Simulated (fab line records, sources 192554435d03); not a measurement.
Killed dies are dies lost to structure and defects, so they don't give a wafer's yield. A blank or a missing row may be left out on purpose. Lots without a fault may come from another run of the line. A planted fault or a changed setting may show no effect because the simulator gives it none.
Problem report in the 8D (eight disciplines) form, filled by code | flow n5_finfet | the parts of the form that need people (team, actions taken, sign-off) are left out
Where a reading is given only as a bound, like >300, the bound stands for it, and a mean or a difference that rests on one is marked > or <: the true number lies beyond.

1. THE PROBLEM
raw_defect_count at N5_BEOL_M15_INSPECT_30 reads a mean of >300 on 6 wafers of 2 lots; wafers without a fault read 2.1 with a standard deviation of 1.3. That is +99 or more standard deviations from the usual mean.
The step: inspects for defects (macro).
First seen on wafer L692.2, day 15 03:31, on defect_inspect-01. The record holds 26 wafers of 10 lots with a number at this step. Rule for "out", or "out of limits": more than 4 standard deviations from the usual mean. The other wafers with a number count as sound.

2. WHAT IT IS AND WHAT IT IS NOT
question                    | is                     | is not
which readings at this step | raw_defect_count       | -
which lots                  | L692, L693             | L678, L680, L681, L684, L695, L696, L697, L700
which wafers of those lots  | all that have a number | -
read on which gauges        | defect_inspect-01      | defect_inspect-02
when                        | from day 15 03:31      | up to then (10 sound wafers); but 10 sound wafers of L695, L696, L697, L700 came after

3. SUSPECTS, AND WHAT RULES EACH OUT
Counting: a tool at a process step up to the reading stays a suspect if it ran every lot that is out and no sound lot after the first of them.
- the gauge at N5_BEOL_M15_INSPECT_30: ruled out. All the wafers that are out were read on defect_inspect-01, but those of them that N5_PASSIVATION_PROBE_49 has rows for are out there too, on other tools.
- rie_diel-03 at N5_BEOL_M15_STRIP_63 (strips in O2): kept. It ran every lot that is out, first L692 (day 15 02:00), and no sound lot after that.
Left after counting: rie_diel-03 at N5_BEOL_M15_STRIP_63.

4. THE CAUSE (what the simulator had put in)
Chamber particle source: rie_diel-03, from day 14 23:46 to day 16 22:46, at N5_BEOL_M15_STRIP_63. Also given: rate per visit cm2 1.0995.
Counting left only this tool.

5. THE CHAIN OF EFFECTS, in route order
Each row: a reading whose mean over the struck wafers that have a number lies more than 3 standard deviations from the usual. Only readings for which the record gives a usual standard deviation are gone through. hours: the time from each lot's start at the first step in this table that gives one to its start at this step, as a median over the lots. sigmas: the change in usual standard deviations.
hours | step                    | reading              | usual  | on struck wafers | change | sigmas
0     | N5_BEOL_M15_INSPECT_30  | raw_defect_count     | 2.1    | >300             | >+298  | +99 or more
18    | N5_PASSIVATION_PROBE_49 | defect_limited_yield | 90.9 % | 81.1             | -9.8   | -6.1
18    | N5_PASSIVATION_PROBE_49 | killed_at_M4_up      | 13     | 135              | +122   | +23
18    | N5_PASSIVATION_PROBE_49 | killed_dies          | 107    | 222              | +116   | +6.4
18    | N5_PASSIVATION_PROBE_49 | sort_bin_5_function  | 5.3 %  | 11.5             | +6.2   | +6.2
18    | N5_PASSIVATION_PROBE_49 | sort_n_pass          | 1073   | 958              | -116   | -6.1
18    | N5_PASSIVATION_PROBE_49 | sort_yield_pct       | 90.9 % | 81.1             | -9.8   | -6.1
The process steps in it:
- N5_PASSIVATION_PROBE_49

6. WHAT WOULD HAVE CAUGHT IT SOONER
In this record the first reading out of limits at a measuring or inspecting step was taken at day 15 03:31, 4 hours after the fault began at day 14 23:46.
Of the tool readings at N5_BEOL_M15_STRIP_63 for which the record gives a usual standard deviation, none was out on any struck wafer, so an alarm limit of 4 standard deviations on them would not have fired.
Of the lots that are out (2), L693 began N5_BEOL_M15_STRIP_63 on rie_diel-03 after day 15 03:31. A hold on the tool at that time would have spared it.
